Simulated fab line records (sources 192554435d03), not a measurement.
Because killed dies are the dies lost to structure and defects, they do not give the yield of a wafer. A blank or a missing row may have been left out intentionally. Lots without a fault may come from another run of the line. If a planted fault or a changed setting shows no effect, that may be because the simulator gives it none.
fab line records    flow n5-finfet
record lots=7  wafers=39
route steps=1938 shown BEOL_M11@1536 BEOL_M12@1639 MIM_BOT@1833
start-h: hours from the record's first day to the start of the lot's first wafer shown    wait-h: hours elapsed since this lot's preceding step    " unchanged from the row above    L1.1+2: one row covering several wafers at once    - value missing, or start not given    * or withheld: withheld    < > ~ a bound
route shown NAME@n: NAME is a module with steps in the file, n the number in the route of the first one    usual: mean and standard deviation over wafers with no fault    same: alike in all rows    chamber/n: place in a boat    sites: readings site by site    _std_site: standard deviation of those values    _edge_site: outer sites' mean less inner sites'    radius-mm: for every site, how far away it sits from the centre of the wafer    mask NAME#n: copy n    behind: the last tool/chamber to shape the wafer    hold: reason for holding the lot/hours on hold/outcome of the hold    device: the n, p or np transistor that did not switch    end of line: at the end of the route, the tests of the same wafers    for a step that has no rows: nothing shown but its recipe    killed: count of dies lost to structure and defects at first sort (not the wafer's yield)    map: shows each die of a wafer: x if killed, . if not, _ if none is there
set.NAME: setting as actually run; set.NAME@STEP: the setting as run at that earlier step    model.NAME: the simulator's own value behind a step, which no gauge read
lots run with intentionally changed settings; tables by step, rows by wafer
## steps
# step N5_BEOL_M11_ILD_DEP_00
# recipe material=SiCOH_lowk  target-thk-a=3085.1  temp-c=300  precursor=DEMS/porogen  pressure-torr=5  rf-w=500  time-s=58
lot.wafer  tool      chamber  start-h  wait-h  set.time-s  model.SiCOH_lowk_of_BEOL_M11_ILD_DEP_00.thk-nm
L076.1     pecvd-03  0        252.23   0.0     68.84       362.8
L076.2     "         2        "        "       68.84       365.6
L076.3     "         0        "        "       68.84       370.8
L076.4     "         2        "        "       58          312.6
L076.5     "         0        "        "       58          312
L076.6     "         2        "        "       58          312.8
L082.1     pecvd-01  2        277.08   0.0     45.61       241.6
L082.2     "         0        "        "       45.61       238.6
L082.3     "         1        "        "       58          304.2
L082.4     "         2        "        "       58          307.8
L082.5     "         1        "        "       45.61       245.6
L082.6     "         0        "        "       58          306.8
L080.1     pecvd-01  2        278.62   0.0     58          302
L080.2     "         0        "        "       58          302.2
L080.3     "         1        "        "       58          303.8
L080.4     "         0        "        "       58          305
L080.5     "         2        "        "       58          310.2
L080.6     "         1        "        "       58          307
L085.2     pecvd-01  0        283.72   0.0     58          302.4
L085.4     "         1        "        "       58          311.8
L085.5     "         0        "        "       58          308.2
L088.1     pecvd-04  2        305.33   0.0     31.75       162
L088.2     "         0        "        "       58          302.8
L088.3     "         1        "        "       58          304.6
L088.4     "         2        "        "       31.75       166.2
L088.5     "         0        "        "       58          302
L088.6     "         1        "        "       31.75       169.6
L091.1     pecvd-03  2        343.42   0.0     58          307.8
L091.2     "         0        "        "       58          309.6
L091.3     "         1        "        "       58          307
L091.4     "         1        "        "       58          308
L091.5     "         0        "        "       58          312.4
L091.6     "         2        "        "       58          310.2
L097.1     pecvd-03  2        388.89   0.0     58          305.2
L097.2+3   "         2        "        "       58          308
L097.4     "         2        "        "       69.22       374
L097.5     "         2        "        "       69.22       366.6
L097.6     "         2        "        "       69.22       369.4
# step N5_BEOL_M11_CURE_71
# recipe temp-c=385  time-s=240  ambient=He/Ar  material=SiCOH_lowk
lot.wafer  tool        chamber  start-h  wait-h  set.time-s@BEOL_M11_ILD_DEP_00  model.SiCOH_lowk_of_BEOL_M11_ILD_DEP_00.thk-nm
L076.1     uv-cure-03  1        252.34   0.1     68.84                           316
L076.2     "           1        "        "       68.84                           318.6
L076.3     "           1        "        "       68.84                           323.4
L076.4     "           1        "        "       58                              271.6
L076.5     "           1        "        "       58                              271
L076.6     "           1        "        "       58                              271.8
L082.1     uv-cure-01  0        277.45   0.3     45.61                           209
L082.2     "           0        "        "       45.61                           206.4
L082.3     "           0        "        "       58                              264.2
L082.4     "           0        "        "       58                              267.4
L082.5     "           0        "        "       45.61                           212.6
L082.6     "           0        "        "       58                              266.4
L080.1     uv-cure-02  2        278.70   0.0     58                              262.2
L080.2     "           2        "        "       58                              262.4
L080.3     "           2        "        "       58                              263.8
L080.4     "           2        "        "       58                              265
L080.5     "           2        "        "       58                              269.4
L080.6     "           2        "        "       58                              266.8
L085.2     uv-cure-03  2        284.22   0.5     58                              262.6
L085.4     "           2        "        "       58                              271
L085.5     "           2        "        "       58                              267.8
L088.1     uv-cure-03  2        305.41   0.0     31.75                           139.4
L088.2     "           2        "        "       58                              263
L088.3     "           2        "        "       58                              264.6
L088.4     "           2        "        "       31.75                           143.2
L088.5     "           2        "        "       58                              262.2
L088.6     "           2        "        "       31.75                           146.2
L091.1+4   uv-cure-01  0        343.49   0.0     58                              267.4
L091.2     "           0        "        "       58                              269
L091.3     "           0        "        "       58                              266.6
L091.5     "           0        "        "       58                              271.6
L091.6     "           0        "        "       58                              269.6
L097.1     uv-cure-03  1        389.32   0.4     58                              265
L097.2+3   "           1        "        "       58                              267.6
L097.4     "           1        "        "       69.22                           326
L097.5     "           1        "        "       69.22                           319.4
L097.6     "           1        "        "       69.22                           322
# step N5_BEOL_M11_THK_MEAS_01
# recipe reads=SiCOH_lowk_of_BEOL_M11_ILD_DEP_00
# usual M11_ILD_THK=267/3.7
lot.wafer  tool           chamber  start-h  wait-h  set.time-s@BEOL_M11_ILD_DEP_00  M11_ILD_THK[nm]
L076.1     film-metro-01  -        252.85   0.4     68.84                           316
L076.2     "              -        "        "       68.84                           319
L076.3     "              -        "        "       68.84                           323
L076.4     "              -        "        "       58                              272
L076.5     "              -        "        "       58                              271
L076.6     "              -        "        "       58                              272
L082.1     film-metro-02  -        277.97   0.4     45.61                           209
L082.2     "              -        "        "       45.61                           206
L082.3     "              -        "        "       58                              264
L082.4     "              -        "        "       58                              268
L082.5     "              -        "        "       45.61                           213
L082.6     "              -        "        "       58                              266
L080.1     film-metro-01  -        279.21   0.4     58                              262
L080.2     "              -        "        "       58                              263
L080.3     "              -        "        "       58                              264
L080.4     "              -        "        "       58                              265
L080.5     "              -        "        "       58                              269
L080.6     "              -        "        "       58                              267
L085.2     film-metro-02  -        284.65   0.4     58                              263
L085.4     "              -        "        "       58                              271
L085.5     "              -        "        "       58                              268
L088.1     film-metro-01  -        305.92   0.4     31.75                           140
L088.2     "              -        "        "       58                              263
L088.3     "              -        "        "       58                              264
L088.4     "              -        "        "       31.75                           143
L088.5     "              -        "        "       58                              262
L088.6     "              -        "        "       31.75                           146
L091.1     film-metro-02  -        344.49   0.8     58                              267
L091.2     "              -        "        "       58                              269
L091.3     "              -        "        "       58                              267
L091.4     "              -        "        "       58                              267
L091.5     "              -        "        "       58                              272
L091.6     "              -        "        "       58                              270
L097.1     film-metro-02  -        389.83   0.4     58                              265
L097.2     "              -        "        "       58                              268
L097.3     "              -        "        "       58                              268
L097.4     "              -        "        "       69.22                           326
L097.5     "              -        "        "       69.22                           319
L097.6     "              -        "        "       69.22                           322
# step N5_BEOL_M12_TRENCH_ETCH_34
# recipe chemistry=C4F8/O2/Ar  target=SiOC  target-depth-a=3189.5  mask-material=SOC  pressure-mtorr=30  source-w=3000  bias-w=700  Ar_flow_sccm=400  C4F8_flow_sccm=15  O2_flow_sccm=8  he-inner-torr=15  he-outer-torr=30  time-s=125.5  ion-energy-ev=250
lot.wafer  tool         chamber  start-h  wait-h  set.time-s  model.etch.depth-nm
L076.1     rie-diel-06  2        265.19   0.0     125.5       325.4
L076.2     "            1        "        "       173.9       444.9
L076.3     "            0        "        "       173.9       443.4
L076.4     "            1        "        "       125.5       318.6
L076.5     "            0        "        "       173.9       441.8
L076.6     "            2        "        "       125.5       323.3
L080.1     rie-diel-01  2        289.03   0.0     70.65       179.1
L080.2     "            1        "        "       125.5       316.6
L080.3     "            3        "        "       125.5       318.9
L080.4     "            0        "        "       125.5       318.5
L080.5     "            3        "        "       70.65       179.7
L080.6     "            2        "        "       70.65       179.8
L082.1     rie-diel-05  0        290.57   0.0     57.2        146.5
L082.2     "            2        "        "       57.2        151.5
L082.3     "            3        "        "       125.5       319.5
L082.4     "            1        "        "       57.2        147.4
L082.5     "            1        "        "       125.5       323.4
L082.6     "            0        "        "       125.5       323.6
L085.2     rie-diel-01  1        297.38   0.0     125.5       317
L085.4     "            0        "        "       125.5       321.8
L085.5     "            2        "        "       125.5       323.1
L088.1     rie-diel-01  1        315.39   0.0     125.5       318.3
L088.2     "            3        "        "       54.58       140.4
L088.3     "            0        "        "       54.58       139.8
L088.4     "            2        "        "       54.58       138.1
L088.5     "            3        "        "       125.5       323.5
L088.6     "            0        "        "       125.5       322.1
L091.1     rie-diel-06  2        356.79   0.0     63.81       160.8
L091.2     "            3        "        "       125.5       318.4
L091.3     "            0        "        "       63.81       159.7
L091.4     "            2        "        "       125.5       315.3
L091.5     "            3        "        "       125.5       316.9
L091.6     "            0        "        "       63.81       160.4
L097.1     rie-diel-06  1        398.34   0.0     64.72       163.6
L097.2     "            2        "        "       125.5       323.8
L097.3     "            3        "        "       64.72       167.6
L097.4     "            0        "        "       125.5       318
L097.5     "            0        "        "       64.72       163.5
L097.6     "            3        "        "       125.5       322.1
# step N5_BEOL_M12_STRIP_70
# recipe chemistry=C4F8/O2/Ar  resist=SiARC  rf-frequency-hz=6e+07
# step N5_BEOL_M12_OCD_MEAS_35
# usual trench-depth-nm=319/3.5
lot.wafer  tool    chamber  start-h  wait-h  set.time-s@BEOL_M12_TRENCH_ETCH_34  trench-depth-nm
L076.1     ocd-01  -        265.35   0.0     125.5                               325
L076.2     "       -        "        "       173.9                               445
L076.3     "       -        "        "       173.9                               443
L076.4     "       -        "        "       125.5                               319
L076.5     "       -        "        "       173.9                               442
L076.6     "       -        "        "       125.5                               323
L080.1     ocd-02  -        289.19   0.0     70.65                               179
L080.2     "       -        "        "       125.5                               317
L080.3     "       -        "        "       125.5                               319
L080.4     "       -        "        "       125.5                               319
L080.5     "       -        "        "       70.65                               179
L080.6     "       -        "        "       70.65                               180
L082.1     ocd-02  -        290.72   0.0     57.2                                147
L082.2     "       -        "        "       57.2                                151
L082.3     "       -        "        "       125.5                               320
L082.4     "       -        "        "       57.2                                148
L082.5     "       -        "        "       125.5                               324
L082.6     "       -        "        "       125.5                               324
L085.2     ocd-02  -        297.54   0.0     125.5                               317
L085.4     "       -        "        "       125.5                               321
L085.5     "       -        "        "       125.5                               323
L088.1     ocd-01  -        315.55   0.0     125.5                               318
L088.2     "       -        "        "       54.58                               141
L088.3     "       -        "        "       54.58                               140
L088.4     "       -        "        "       54.58                               138
L088.5     "       -        "        "       125.5                               323
L088.6     "       -        "        "       125.5                               323
L091.1     ocd-02  -        356.94   0.0     63.81                               161
L091.2     "       -        "        "       125.5                               318
L091.3     "       -        "        "       63.81                               160
L091.4     "       -        "        "       125.5                               315
L091.5     "       -        "        "       125.5                               317
L091.6     "       -        "        "       63.81                               160
L097.1     ocd-02  -        398.49   0.0     64.72                               164
L097.2     "       -        "        "       125.5                               324
L097.3     "       -        "        "       64.72                               167
L097.4     "       -        "        "       125.5                               318
L097.5     "       -        "        "       64.72                               163
L097.6     "       -        "        "       125.5                               322
# step N5_BEOL_M12_STRIP_37
# recipe chemistry=N2/H2  power-w=1000  temp-c=250  h2-frac=0.65  overash-fraction=0.3  pressure-mtorr=withheld  n2-flow-sccm=1750  h2-flow-sccm=3250
# step N5_BEOL_M12_ETCH_38
# recipe chemistry=CF4/N2  target=SiCN  target-depth-a=687  taper-deg=2  time-s=73.4  ion-energy-ev=150  mask-material=SiO2  pressure-mtorr=40  source-w=430  bias-w=70  Ar_flow_sccm=100  cf4-flow-sccm=60  n2-flow-sccm=60
# step N5_BEOL_M12_ECD_47
# recipe material=Cu  target-thk-a=7200
# step N5_BEOL_M12_ANNEAL_48
# recipe temp-c=225  time-s=90  ambient=N2
# step N5_BEOL_M12_CMP_49
# recipe stop-on=SiOC  t-overpolish-s=20.6  down-force-psi=1  platen-rpm=50  clearing-platen-down-force-psi=1.5  clearing-platen-rpm=50  post-cmp-clean=cu-alkaline  target-thk-nm=320  clearing-platen-pad-velocity-m-s=0.99484  pad-velocity-m-s=0.99484
lot.wafer  tool    chamber  start-h  wait-h  set.time-s@BEOL_M12_TRENCH_ETCH_34  model.Cu_of_BEOL_M12_ECD_47.thk-nm
L076.1     cmp-04  1        267.65   0.3     125.5                               328
L076.3     "       2        "        "       173.9                               443.6
L076.2     "       3        "        "       173.9                               446.2
L076.4     "       0        "        "       125.5                               319
L076.5     "       1        "        "       173.9                               443.8
L076.6     "       2        "        "       125.5                               325.2
L080.4     cmp-02  2        293.73   0.1     125.5                               320.4
L080.3     "       3        "        "       125.5                               321
L080.2     "       0        "        "       125.5                               319
L080.1     "       1        "        "       70.65                               180.8
L080.5     "       2        "        "       70.65                               181
L080.6     "       3        "        "       70.65                               183
L082.1     cmp-04  3        294.00   0.3     57.2                                147
L082.3     "       0        "        "       125.5                               319.8
L082.2     "       1        "        "       57.2                                153
L082.4     "       2        "        "       57.2                                147.2
L082.6     "       3        "        "       125.5                               323.8
L082.5     "       0        "        "       125.5                               325.8
L085.2     cmp-02  3        301.04   0.2     125.5                               317.8
L085.4     "       2        "        "       125.5                               322.8
L085.5     "       0        "        "       125.5                               325
L088.4     cmp-04  0        317.46   0.1     54.58                               140
L088.2     "       1        "        "       54.58                               142.2
L088.3     "       2        "        "       54.58                               141
L088.1     "       3        "        "       125.5                               318.6
L088.5     "       0        "        "       125.5                               325.4
L088.6     "       1        "        "       125.5                               323.8
L091.2     cmp-03  0        358.80   0.2     125.5                               321.4
L091.3     "       1        "        "       63.81                               161
L091.4     "       2        "        "       125.5                               317.4
L091.1     "       3        "        "       63.81                               161.2
L091.5     "       0        "        "       125.5                               318.8
L091.6     "       1        "        "       63.81                               161.4
L097.4     cmp-04  1        401.52   0.1     125.5                               318.8
L097.3     "       2        "        "       64.72                               168.2
L097.1     "       3        "        "       64.72                               164
L097.2     "       0        "        "       125.5                               325.6
L097.6     "       1        "        "       125.5                               324.4
L097.5     "       2        "        "       64.72                               164.6
# step N5_BEOL_M12_THK_MEAS_50
# recipe thk-meas-gauge=xrf  reads=Cu_of_BEOL_M12_ECD_47
# usual M12_THK=319/4.5
lot.wafer  tool           chamber  start-h  wait-h  set.time-s@BEOL_M12_TRENCH_ETCH_34  M12_THK[nm]
L076.1     film-metro-01  -        267.94   -       125.5                               331
L076.2     "              -        "        "       173.9                               451
L076.3     "              -        "        "       173.9                               447
L076.4     "              -        "        "       125.5                               321
L076.5     "              -        "        "       173.9                               448
L076.6     "              -        "        "       125.5                               328
L080.1     film-metro-01  -        294.03   -       70.65                               178
L080.2     "              -        "        "       125.5                               316
L080.3     "              -        "        "       125.5                               316
L080.4     "              -        "        "       125.5                               315
L080.5     "              -        "        "       70.65                               179
L080.6     "              -        "        "       70.65                               182
L082.1     film-metro-01  -        294.30   -       57.2                                145
L082.2     "              -        "        "       57.2                                151
L082.3     "              -        "        "       125.5                               316
L082.4     "              -        "        "       57.2                                146
L082.5     "              -        "        "       125.5                               323
L082.6     "              -        "        "       125.5                               321
L085.2     film-metro-01  -        301.33   -       125.5                               314
L085.4     "              -        "        "       125.5                               319
L085.5     "              -        "        "       125.5                               320
L088.1     film-metro-02  -        317.75   -       125.5                               315
L088.2     "              -        "        "       54.58                               141
L088.3     "              -        "        "       54.58                               140
L088.4     "              -        "        "       54.58                               138
L088.5     "              -        "        "       125.5                               321
L088.6     "              -        "        "       125.5                               320
L091.1     film-metro-01  -        359.10   -       63.81                               160
L091.2     "              -        "        "       125.5                               319
L091.3     "              -        "        "       63.81                               159
L091.4     "              -        "        "       125.5                               317
L091.5     "              -        "        "       125.5                               315
L091.6     "              -        "        "       63.81                               160
L097.1     film-metro-02  -        401.81   -       64.72                               163
L097.2     "              -        "        "       125.5                               323
L097.3     "              -        "        "       64.72                               168
L097.4     "              -        "        "       125.5                               318
L097.5     "              -        "        "       64.72                               164
L097.6     "              -        "        "       125.5                               322
# step N5_BEOL_M12_PRE_CLEAN_52
# recipe gas=NH3  time-s=15  temp-c=withheld  rf-power-w=300
# step N5_BEOL_M12_DEP_53
# recipe material=SiCN  target-thk-a=300  temp-c=withheld  precursor=3MS/NH3  pressure-torr=3  rf-w=675  time-s=10.5
# step N5_BEOL_M12_RS_MEAS_54
# recipe thk-meas-gauge=four-point-probe  reads=Cu_of_BEOL_M12_ECD_47+Ta_of_BEOL_M12_SPUTTER_44+TaN_of_BEOL_M12_SPUTTER_43
# usual M12_RS=0.0599/0.00074
lot.wafer  tool           chamber  start-h  wait-h  set.time-s@BEOL_M12_TRENCH_ETCH_34  M12_RS[ohm/sq]
L076.1     film-metro-01  -        268.10   0.1     125.5                               0.0586
L076.2     "              -        "        "       173.9                               0.0425
L076.3     "              -        "        "       173.9                               0.0428
L076.4     "              -        "        "       125.5                               0.0603
L076.5     "              -        "        "       173.9                               0.0427
L076.6     "              -        "        "       125.5                               0.0591
L080.1     film-metro-02  -        294.16   0.0     70.65                               0.1099
L080.2     "              -        "        "       125.5                               0.0603
L080.3     "              -        "        "       125.5                               0.0598
L080.4     "              -        "        "       125.5                               0.0602
L080.5     "              -        "        "       70.65                               0.1099
L080.6     "              -        "        "       70.65                               0.1083
L082.1     film-metro-01  -        294.43   0.0     57.2                                0.1377
L082.2     "              -        "        "       57.2                                0.1321
L082.3     "              -        "        "       125.5                               0.0600
L082.4     "              -        "        "       57.2                                0.1379
L082.5     "              -        "        "       125.5                               0.0588
L082.6     "              -        "        "       125.5                               0.0594
L085.2     film-metro-01  -        301.46   0.0     125.5                               0.0604
L085.4     "              -        "        "       125.5                               0.0595
L085.5     "              -        "        "       125.5                               0.0590
L088.1     film-metro-02  -        317.88   0.0     125.5                               0.0604
L088.2     "              -        "        "       54.58                               0.1429
L088.3     "              -        "        "       54.58                               0.1443
L088.4     "              -        "        "       54.58                               0.1454
L088.5     "              -        "        "       125.5                               0.0590
L088.6     "              -        "        "       125.5                               0.0592
L091.1     film-metro-01  -        359.29   0.0     63.81                               0.1246
L091.2     "              -        "        "       125.5                               0.0597
L091.3     "              -        "        "       63.81                               0.1249
L091.4     "              -        "        "       125.5                               0.0605
L091.5     "              -        "        "       125.5                               0.0602
L091.6     "              -        "        "       63.81                               0.1244
L097.1     film-metro-02  -        401.94   0.0     64.72                               0.1223
L097.2     "              -        "        "       125.5                               0.0589
L097.3     "              -        "        "       64.72                               0.1189
L097.4     "              -        "        "       125.5                               0.0604
L097.5     "              -        "        "       64.72                               0.1217
L097.6     "              -        "        "       125.5                               0.0592
# step N5_MIM_BOT_SPUTTER_00
# recipe material=TiN  target-thk-a=350  temp-c=200  power-w=3000  chamber-pressure-pa=0.49996  gas=Ar  reactive-partial-pa=0.37997  time-s=89.7
lot.wafer   tool            chamber  start-h  wait-h  set.target-thk-a  model.TiN_of_MIM_BOT_SPUTTER_00.thk-nm
L076.1      pvd-sputter-03  -        286.47   0.0     446               45
L076.2      "               -        "        "       446               45.6
L076.3      "               -        "        "       350               35.6
L076.4      "               -        "        "       350               35.2
L076.5      "               -        "        "       446               44.8
L076.6      "               -        "        "       350               35.8
L080.1      pvd-sputter-01  -        312.50   0.0     350               35
L080.2      "               -        "        "       258               26.4
L080.3      "               -        "        "       350               35.2
L080.4      "               -        "        "       350               36.4
L080.5      "               -        "        "       258               26.8
L080.6      "               -        "        "       258               26.2
L082.1+4+5  pvd-sputter-02  -        319.47   0.0     350               35
L082.2      "               -        "        "       350               35.8
L082.3+6    "               -        "        "       350               35.4
L085.2      pvd-sputter-03  -        323.68   0.0     350               35
L085.4+5    "               -        "        "       350               35.4
L088.1      pvd-sputter-01  -        344.50   0.0     350               34.6
L088.2      "               -        "        "       295               30
L088.3      "               -        "        "       350               35.2
L088.4      "               -        "        "       350               35
L088.5      "               -        "        "       295               29.4
L088.6      "               -        "        "       295               29.8
L091.1+3+5  pvd-sputter-02  -        379.13   0.0     350               34.6
L091.2+4    "               -        "        "       350               34.4
L091.6      "               -        "        "       350               34.2
L097.1      pvd-sputter-02  -        424.56   0.0     425.1             41.8
L097.2+4+5  "               -        "        "       350               35
L097.3+6    "               -        "        "       425.1             42.8
## key
split step=N5_BEOL_M11_ILD_DEP_00  setting=time-s  stated=58  by=wafer
response step=N5_BEOL_M11_ILD_DEP_00  reading=model.SiCOH_lowk_of_BEOL_M11_ILD_DEP_00.thk-nm  change=+3.04  per=1%  r=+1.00
response step=N5_BEOL_M11_CURE_71  reading=model.SiCOH_lowk_of_BEOL_M11_ILD_DEP_00.thk-nm  change=+2.67  per=1%  r=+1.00
response step=N5_BEOL_M11_THK_MEAS_01  reading=M11_ILD_THK  change=+2.67  per=1%  r=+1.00
split step=N5_BEOL_M12_TRENCH_ETCH_34  setting=time-s  stated=125.5  by=wafer
response step=N5_BEOL_M12_TRENCH_ETCH_34  reading=model.etch.depth-nm  change=+3.19  per=1%  r=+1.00
response step=N5_BEOL_M12_OCD_MEAS_35  reading=trench-depth-nm  change=+3.2  per=1%  r=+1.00
response step=N5_BEOL_M12_CMP_49  reading=model.Cu_of_BEOL_M12_ECD_47.thk-nm  change=+3.2  per=1%  r=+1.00
response step=N5_BEOL_M12_THK_MEAS_50  reading=M12_THK  change=+3.18  per=1%  r=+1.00
response step=N5_BEOL_M12_RS_MEAS_54  reading=M12_RS  change=-0.00125  per=1%  r=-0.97
split step=N5_MIM_BOT_SPUTTER_00  setting=target-thk-a  stated=350  by=wafer
response step=N5_MIM_BOT_SPUTTER_00  reading=model.TiN_of_MIM_BOT_SPUTTER_00.thk-nm  change=+0.346  per=1%  r=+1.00
